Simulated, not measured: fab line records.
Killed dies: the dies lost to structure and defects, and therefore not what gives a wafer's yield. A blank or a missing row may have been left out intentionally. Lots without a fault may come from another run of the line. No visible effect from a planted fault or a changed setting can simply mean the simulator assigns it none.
Matching of chambers	flow n5_finfet	N5_BEOL_M8_CMP_52 on cmp-01: 4 sister chambers
The step polishes, stops on SiCOH lowk, t overpolish 6.9 s, target thk 80 nm. 4 wafers are shown with their chamber, then 8 later ones without.

EACH WAFER AND ITS CHAMBER
wafer	chamber	motor_current_A (A)
L079.6	3	4.8
L081.5	1	5.7
L081.6	2	6.1
L086.1	0	5.2

WAFERS WITHOUT THEIR CHAMBER
wafer	motor_current_A (A)
L086.3	4.9
L086.5	5.9
L090.1	5.7
L090.2	5.4
L090.5	5.4
L091.2	5.1
L091.3	4.9
L091.6	5.9

WHICH CHAMBER EACH WENT THROUGH
wafer	from the rows above	in truth
L086.3	can't be placed: 3 or 0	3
L086.5	can't be placed: 2 or 1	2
L090.1	1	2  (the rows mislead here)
L090.2	can't be placed: 0 or 1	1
L090.5	can't be placed: 0 or 1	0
L091.2	can't be placed: 0 or 3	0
L091.3	can't be placed: 3 or 0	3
L091.6	can't be placed: 2 or 1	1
Correctly placed: 0 of 8. From these rows, 7 cannot be placed; in 7 the true chamber is one of the candidates. Placed wrongly: 1.
How it was worked out, from the rows above alone: a wafer's distance from a chamber is the root of the sum, over the readings, of the square of ((its reading less the chamber's mean) divided by the reading's scatter). The wafer belongs to the nearest chamber; if the next one is less than 2 further off, it can't be placed. Each chamber's mean is taken over the wafers shown for it. The scatter (one wafer shown for each chamber): square how far every hidden wafer sits from the nearest shown wafer, average those squares and take the square root.
